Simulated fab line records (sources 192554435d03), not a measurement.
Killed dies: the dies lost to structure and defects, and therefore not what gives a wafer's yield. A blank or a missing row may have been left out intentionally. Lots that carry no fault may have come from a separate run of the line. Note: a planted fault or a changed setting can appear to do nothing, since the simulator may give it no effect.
Which tool is to blame?	flow n5Finfet	23 lots, 69 wafers sampled, at 3 steps of a route of 1938

WHAT THE GAUGES READ, wafer by wafer
N5_FIN_SAQP_CD_MEAS_37: the cd target is 8 nm. Usual: cdNm at 8.14 nm, with a standard deviation of 0.25.
lot	measured	on	cdNm (nm)	flag
L074	day 2 02:59	cdSem-01	7.99 7.56 8.22	
L075	day 2 09:08	cdSem-01	7.74 7.97 8.62	
L077	day 2 21:34	cdSem-03	8.26 8.09 8.35	
L078	day 3 04:43	cdSem-01	8.05 8.04 8.16	
L079	day 3 07:46	cdSem-03	7.81 8.24 8.13	
L080	day 3 14:10	cdSem-01	8.08 8.06 7.73	
L081	day 3 20:29	cdSem-01	8.32 7.78 8.09	
L082	day 4 02:15	cdSem-02	8.20 7.92 8.40	
L083	day 4 08:44	cdSem-03	8.28 8.51 8.61	
L084	day 4 14:01	cdSem-01	8.36 8.26 8.32	
L085	day 5 00:31	cdSem-03	8.09 7.98 8.37	
L086	day 5 05:55	cdSem-02	8.32 7.75 7.65	
L087	day 5 09:08	cdSem-01	7.83 8.17 8.27	
L088	day 5 14:11	cdSem-03	8.15 8.45 8.39	
L089	day 5 20:25	cdSem-01	8.44 8.10 8.10	
L090	day 6 08:00	cdSem-03	8.36 8.06 8.03	
L091	day 6 11:08	cdSem-01	7.92 7.58 8.15	
L092	day 6 14:08	cdSem-02	8.27 8.41 8.42	
L093	day 7 10:12	cdSem-03	7.94 8.00 8.42	
L094	day 7 18:06	cdSem-02	7.82 8.38 8.35	
L095	day 7 19:45	cdSem-01	7.70 7.90 8.16	
L096	day 7 19:59	cdSem-02	7.85 8.27 8.25	
L097	day 7 23:08	cdSem-03	7.89 7.79 7.78	

WHICH TOOL RAN EACH LOT (tool, then ch and the chambers of the sampled wafers, then the start)
lot	N5_FIN_SAQP_HM_DEP_72	N5_FIN_SAQP_STRIP_70
L074	pecvd-01 ch 0,1, day 1 21:59	rieDiel-02 ch 1,2,3, day 2 01:45
L075	pecvd-03 ch 0,1,2, day 2 03:41	rieDiel-04 ch 1,2, day 2 07:50
L077	pecvd-03 ch 0,2, day 2 15:28	rieDiel-02 ch 0,1,2, day 2 19:25
L078	pecvd-03 ch 1,2, day 3 00:05	rieDiel-04 ch 0,1,3, day 3 03:32
L079	pecvd-02 ch 0,1,2, day 3 02:55	rieDiel-05 ch 0,2, day 3 06:35
L080	pecvd-02 ch 0,1,2, day 3 09:35	rieDiel-05 ch 0,1,2, day 3 12:59
L081	pecvd-01 ch 0,1,2, day 3 15:56	rieDiel-02 ch 0,2,3, day 3 19:18
L082	pecvd-03 ch 1,2, day 3 21:19	rieDiel-04 ch 0,2,3, day 4 00:47
L083	pecvd-02 ch 1,2, day 4 03:30	rieDiel-05 ch 2,3, day 4 07:31
L084	pecvd-02 ch 0,1, day 4 09:26	rieDiel-02 ch 0,1,3, day 4 12:49
L085	pecvd-03 ch 0,2, day 4 15:50	rieDiel-05 ch 0,1,2, day 4 20:28
L086	pecvd-02 ch 0,1, day 5 00:01	rieDiel-02 ch 1,3, day 5 04:43
L087	pecvd-01 ch 0,2, day 5 04:37	rieDiel-05 ch 1,2, day 5 07:56
L088	pecvd-03 ch 0,1, day 5 09:15	rieDiel-04 ch 2,3, day 5 12:56
L089	pecvd-03 ch 0,1,2, day 5 14:55	rieDiel-02 ch 0,1,3, day 5 18:49
L090	pecvd-02 ch 0,1, day 6 00:09	rieDiel-02 ch 0,3, day 6 06:49
L091	pecvd-01 ch 0,1,2, day 6 05:36	rieDiel-04 ch 0,1,3, day 6 09:13
L092	pecvd-01 ch 0,2, day 6 09:12	rieDiel-02 ch 1,2,3, day 6 12:57
L093	pecvd-01 ch 0,1,2, day 7 03:38	rieDiel-02 ch 0,2,3, day 7 08:50
L094	pecvd-02 ch 0,1, day 7 11:50	rieDiel-04 ch 0,2, day 7 15:55
L095	pecvd-02 ch 0,1, day 7 12:31	rieDiel-04 ch 0,2, day 7 18:08
L096	pecvd-03 ch 0,1,2, day 7 13:35	rieDiel-02 ch 1,2,3, day 7 18:17
L097	pecvd-03 ch 0,1, day 7 17:59	rieDiel-05 ch 0,1,2, day 7 21:51
- N5_FIN_SAQP_HM_DEP_72: deposits SiO2 from SiH4/N2O, target thk 12 nm, time 7.2 s.
- N5_FIN_SAQP_STRIP_70: strips in N2/H2.

WHAT THE TOOLS THEMSELVES READ (means of the sampled wafers that have a number; where no wafer has one, the mark that the record gives instead)
N5_FIN_SAQP_HM_DEP_72. Usual: heaterPowerW 827 W, standard deviation 110; showerheadPlenumPTorr 8.11 Torr, standard deviation 0.15.
lot	tool	heaterPowerW (W)	showerheadPlenumPTorr (Torr)	flag
L074	pecvd-01	811	8.12	
L075	pecvd-03	802	8.23	
L077	pecvd-03	903	8.16	
L078	pecvd-03	805	8.22	
L079	pecvd-02	886	8.00	
L080	pecvd-02	860	8.00	
L081	pecvd-01	844	8.05	
L082	pecvd-03	790	8.24	
L083	pecvd-02	858	7.99	
L084	pecvd-02	799	7.94	
L085	pecvd-03	820	8.16	
L086	pecvd-02	825	7.94	
L087	pecvd-01	838	8.06	
L088	pecvd-03	683	8.31	
L089	pecvd-03	751	8.23	
L090	pecvd-02	831	7.93	
L091	pecvd-01	812	8.06	
L092	pecvd-01	778	8.04	
L093	pecvd-01	866	8.06	
L094	pecvd-02	741	7.96	
L095	pecvd-02	804	7.95	
L096	pecvd-03	786	8.23	
L097	pecvd-03	705	8.31	

N5_FIN_SAQP_STRIP_70. Usual: drypumpMotorCurrentA 5.8 A, standard deviation 0.43; oesProductAu 0.77 a.u., standard deviation 0.071; rfVppV 122.0 V, standard deviation 0.91; showerheadPlenumPTorr 3.40 Torr, standard deviation 0.061; tempC 40.01 C, standard deviation 0.11; throttleValvePct 18.88 %, standard deviation 0.3.
lot	tool	drypumpMotorCurrentA (A)	oesProductAu (a.u.)	rfVppV (V)	showerheadPlenumPTorr (Torr)	tempC (C)	throttleValvePct (%)	flag
L074	rieDiel-02	5.5	0.77	121.6	3.41	40.04	19.13	
L075	rieDiel-04	6.0	0.76	122.0	3.40	39.99	18.74	
L077	rieDiel-02	5.6	0.82	122.5	3.39	39.98	18.98	
L078	rieDiel-04	5.6	0.72	122.6	3.43	40.00	18.95	
L079	rieDiel-05	5.9	0.76	121.2	3.36	39.99	18.71	
L080	rieDiel-05	6.0	0.84	121.4	3.35	39.96	18.53	
L081	rieDiel-02	5.6	0.81	121.3	3.42	40.04	19.09	
L082	rieDiel-04	5.9	0.72	122.6	3.39	40.12	18.95	
L083	rieDiel-05	5.6	0.76	122.2	3.46	40.13	18.72	
L084	rieDiel-02	5.9	0.80	122.8	3.42	39.93	18.94	
L085	rieDiel-05	6.0	0.81	121.9	3.34	40.09	18.57	
L086	rieDiel-02	5.7	0.75	121.4	3.40	40.00	19.01	
L087	rieDiel-05	5.9	0.80	120.4	3.32	40.09	18.53	
L088	rieDiel-04	5.7	0.71	121.4	3.43	39.95	19.07	
L089	rieDiel-02	5.9	0.79	122.8	3.42	40.00	18.95	
L090	rieDiel-02	5.9	0.77	122.0	3.44	40.03	19.05	
L091	rieDiel-04	5.6	0.70	121.7	3.42	40.04	18.99	
L092	rieDiel-02	5.5	0.74	122.2	3.39	39.98	19.19	
L093	rieDiel-02	5.7	0.78	122.1	3.41	40.07	19.13	
L094	rieDiel-04	6.1	0.70	121.6	3.33	40.04	18.87	
L095	rieDiel-04	6.1	0.70	122.0	3.33	40.10	18.88	
L096	rieDiel-02	5.5	0.73	123.0	3.39	39.88	19.19	
L097	rieDiel-05	6.1	0.79	122.5	3.33	39.97	18.60	

THE ANSWER, worked out from the rows above alone
Rule: take the mean of a lot's wafers that have a number; if it is more than 3 standard deviations from the usual mean, the lot is off. A lot without any number at a reading at which 4 lots or more have one is off too. All remaining lots with rows at the step are treated as sound. Order of review: gauges by route order, followed by the tools' own readings, for which a lot's mean as printed above is used. At the first step where some lot is off, the reading lying furthest off is the one used; lots without a number count as furthest.
Across all readings shown, no lot is off: no conclusion can be drawn from this.

WHAT WAS PUT IN BY THE SIMULATOR
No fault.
